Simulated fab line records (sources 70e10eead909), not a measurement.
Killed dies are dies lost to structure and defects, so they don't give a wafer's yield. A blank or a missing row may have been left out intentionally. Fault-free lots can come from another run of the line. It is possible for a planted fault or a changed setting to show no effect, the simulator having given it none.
A sampling plan put to the test -- flow nand_harc -- each of the 21 faults these records tell of, on one fab line, judged from the records of the lots it struck
Plan = the line's own looks (route steps where a gauge or an inspection reads the wafer without altering it). Where struck wafers have a number at a look and the file lists that look's usual mean and standard deviation on fault-free wafers, the look can be judged. Caught: a look later than the fault's first step finds the struck wafers' mean 4 or more of those standard deviations (sigma) from the usual mean. On the tool: the test repeated on the tool's own readings taken at the fault's steps. Caught also covers a different recipe on the struck wafers, or a record left blank for those wafers only.

## THE FAULTS, as the simulator had put them in
1. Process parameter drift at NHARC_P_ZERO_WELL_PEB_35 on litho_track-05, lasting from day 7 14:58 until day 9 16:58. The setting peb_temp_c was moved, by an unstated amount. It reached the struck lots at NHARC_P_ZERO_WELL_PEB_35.
2. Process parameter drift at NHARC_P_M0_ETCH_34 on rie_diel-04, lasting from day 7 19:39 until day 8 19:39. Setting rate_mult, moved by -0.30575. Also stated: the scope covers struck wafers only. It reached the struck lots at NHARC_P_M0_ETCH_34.
3. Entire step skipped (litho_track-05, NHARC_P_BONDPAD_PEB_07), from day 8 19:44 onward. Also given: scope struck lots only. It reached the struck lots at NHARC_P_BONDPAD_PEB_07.
4. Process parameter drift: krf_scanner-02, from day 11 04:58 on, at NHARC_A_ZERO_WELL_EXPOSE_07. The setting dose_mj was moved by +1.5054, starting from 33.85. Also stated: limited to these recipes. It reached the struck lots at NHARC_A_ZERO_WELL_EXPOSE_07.
5. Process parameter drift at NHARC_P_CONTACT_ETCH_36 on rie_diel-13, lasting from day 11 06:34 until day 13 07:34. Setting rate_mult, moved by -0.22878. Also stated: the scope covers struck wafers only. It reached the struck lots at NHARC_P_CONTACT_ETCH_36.
6. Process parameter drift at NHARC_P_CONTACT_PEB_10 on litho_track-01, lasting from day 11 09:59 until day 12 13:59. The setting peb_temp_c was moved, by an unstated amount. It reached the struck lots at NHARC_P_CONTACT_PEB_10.
7. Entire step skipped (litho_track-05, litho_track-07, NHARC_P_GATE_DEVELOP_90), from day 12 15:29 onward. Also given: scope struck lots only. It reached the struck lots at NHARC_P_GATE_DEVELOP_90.
8. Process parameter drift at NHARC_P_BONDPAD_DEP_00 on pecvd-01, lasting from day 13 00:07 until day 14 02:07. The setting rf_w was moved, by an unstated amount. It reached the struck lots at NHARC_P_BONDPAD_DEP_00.
9. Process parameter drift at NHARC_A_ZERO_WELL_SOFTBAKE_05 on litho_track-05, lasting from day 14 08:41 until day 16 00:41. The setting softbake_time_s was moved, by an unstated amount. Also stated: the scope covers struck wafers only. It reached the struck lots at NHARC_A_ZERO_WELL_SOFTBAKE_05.
10. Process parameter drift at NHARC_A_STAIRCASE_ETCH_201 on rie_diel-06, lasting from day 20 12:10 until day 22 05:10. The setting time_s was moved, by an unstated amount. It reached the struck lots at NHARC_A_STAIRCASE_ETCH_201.
11. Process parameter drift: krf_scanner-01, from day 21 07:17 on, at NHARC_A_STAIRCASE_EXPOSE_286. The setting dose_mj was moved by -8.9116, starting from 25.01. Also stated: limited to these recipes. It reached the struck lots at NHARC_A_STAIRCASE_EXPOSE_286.
12. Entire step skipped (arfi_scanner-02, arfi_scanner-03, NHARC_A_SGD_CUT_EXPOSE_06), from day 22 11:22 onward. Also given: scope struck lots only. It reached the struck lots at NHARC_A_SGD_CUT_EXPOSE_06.
13. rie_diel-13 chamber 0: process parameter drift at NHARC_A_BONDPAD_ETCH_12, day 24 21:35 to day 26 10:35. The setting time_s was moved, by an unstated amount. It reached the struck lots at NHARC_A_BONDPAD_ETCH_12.
14. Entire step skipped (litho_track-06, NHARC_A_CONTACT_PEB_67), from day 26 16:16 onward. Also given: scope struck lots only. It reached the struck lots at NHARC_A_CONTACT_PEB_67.
15. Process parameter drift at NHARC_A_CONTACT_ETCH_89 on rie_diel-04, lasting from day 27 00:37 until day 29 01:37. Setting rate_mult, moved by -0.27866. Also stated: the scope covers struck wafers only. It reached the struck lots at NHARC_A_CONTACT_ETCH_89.
16. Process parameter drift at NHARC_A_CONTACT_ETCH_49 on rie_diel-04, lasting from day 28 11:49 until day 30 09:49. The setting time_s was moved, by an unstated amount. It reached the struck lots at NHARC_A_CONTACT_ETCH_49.
17. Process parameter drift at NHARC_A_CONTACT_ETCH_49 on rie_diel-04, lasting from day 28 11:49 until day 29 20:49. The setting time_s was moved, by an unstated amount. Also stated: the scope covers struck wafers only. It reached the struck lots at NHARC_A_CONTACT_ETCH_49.
18. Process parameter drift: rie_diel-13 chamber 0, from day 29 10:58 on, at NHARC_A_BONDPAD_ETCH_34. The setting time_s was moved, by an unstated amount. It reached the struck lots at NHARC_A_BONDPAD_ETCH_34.
19. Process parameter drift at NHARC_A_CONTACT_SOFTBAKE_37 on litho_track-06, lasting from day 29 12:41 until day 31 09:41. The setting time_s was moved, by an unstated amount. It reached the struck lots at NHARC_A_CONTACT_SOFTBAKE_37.
20. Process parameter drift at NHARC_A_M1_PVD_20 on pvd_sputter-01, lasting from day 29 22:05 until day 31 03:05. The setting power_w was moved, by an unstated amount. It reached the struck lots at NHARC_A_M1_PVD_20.
21. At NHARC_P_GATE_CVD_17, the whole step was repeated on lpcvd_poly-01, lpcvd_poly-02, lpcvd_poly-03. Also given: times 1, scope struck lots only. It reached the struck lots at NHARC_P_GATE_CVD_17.

## WHAT THE PLAN SAW
fault,on the tool itself,first look that catches it,"reading, sigma",median hours from its first step to that look,hours from the fault's start to the first struck lot there,judged looks passed uncaught
1,plate_temp_C +12 sigma,none of the 3 looks that can be judged after it,-,-,-,3
2,oes_product_au -13 sigma,not the one look that can be judged after it,-,-,-,1
3,the tool's record is blank for the struck wafers,no look after it can be judged,-,-,-,0
4,exposure_dose_mJ_cm2 +36 sigma,no look after it can be judged,-,-,-,0
5,oes_product_au -10 sigma,NHARC_END_SORT_01,killed_at_periphery +99 or beyond,449.8,460,0
6,plate_temp_C +5.9 sigma,not the one look that can be judged after it,-,-,-,1
7,the tool's record is blank for the struck wafers,no look after it can be judged,-,-,-,0
8,rf_fwd_power_W -99 or beyond sigma,none of the 2 looks that can be judged after it,-,-,-,2
9,heater_power_total_W +25 sigma,not the one look that can be judged after it,-,-,-,1
10,run_length_s -17 sigma,not the one look that can be judged after it,-,-,-,1
11,exposure_dose_mJ_cm2 -99 or beyond sigma,no look after it can be judged,-,-,-,0
12,no reading that can be judged,no look after it can be judged,-,-,-,0
13,run_length_s -31 sigma,not the one look that can be judged after it,-,-,-,1
14,the tool's record is blank for the struck wafers,no look after it can be judged,-,-,-,0
15,oes_product_au -11 sigma,NHARC_END_SORT_01,killed_dies +23,52.2,95,1
16,run_length_s -93 sigma,not the one look that can be judged after it,-,-,-,1
17,run_length_s -99 or beyond sigma,not the one look that can be judged after it,-,-,-,1
18,run_length_s -40 sigma,not the one look that can be judged after it,-,-,-,1
19,heater_power_total_W +85 sigma,no look after it can be judged,-,-,-,0
20,cathode_dc_power_W -99 or beyond sigma,none of the 2 looks that can be judged after it,-,-,-,2
21,under 2 sigma,no look after it can be judged,-,-,-,0
A dash: the fault isn't caught, or these records don't give the number.

Caught at a look: 2 of 21. Caught on the tool: 19 of 21. By one or the other: 19 of 21.
Faults 1, 2, 3, 4, 6, 7, 8, 9, 10, 11, 13, 14, 16, 17, 18, 19, 20 were caught on the tool alone.
Caught by neither: faults 12, 21.

## THINNER SAMPLING
In the worst case, this is how late the first struck lot would be measured if the look that catches a fault measured only every second or every third lot, by lot number:
fault,"struck lots at that look, in order of time",every lot,every second lot,every third lot
5,"L659, L661, L662",460 h,508 h,may miss all 3
15,L800,95 h,may miss it,may miss it
Hours are from the fault's start to the first struck lot that is measured. 4 sigma limit: tested on the pooled struck wafers, so a lone lot may be under it. Other struck lots may not be in these records.

## THE LONGEST TIMED WAY FROM STEP TO LOOK
In fault 5, a median of 449.8 hours elapses between NHARC_P_CONTACT_ETCH_36 and NHARC_END_SORT_01. No look between them can be judged.
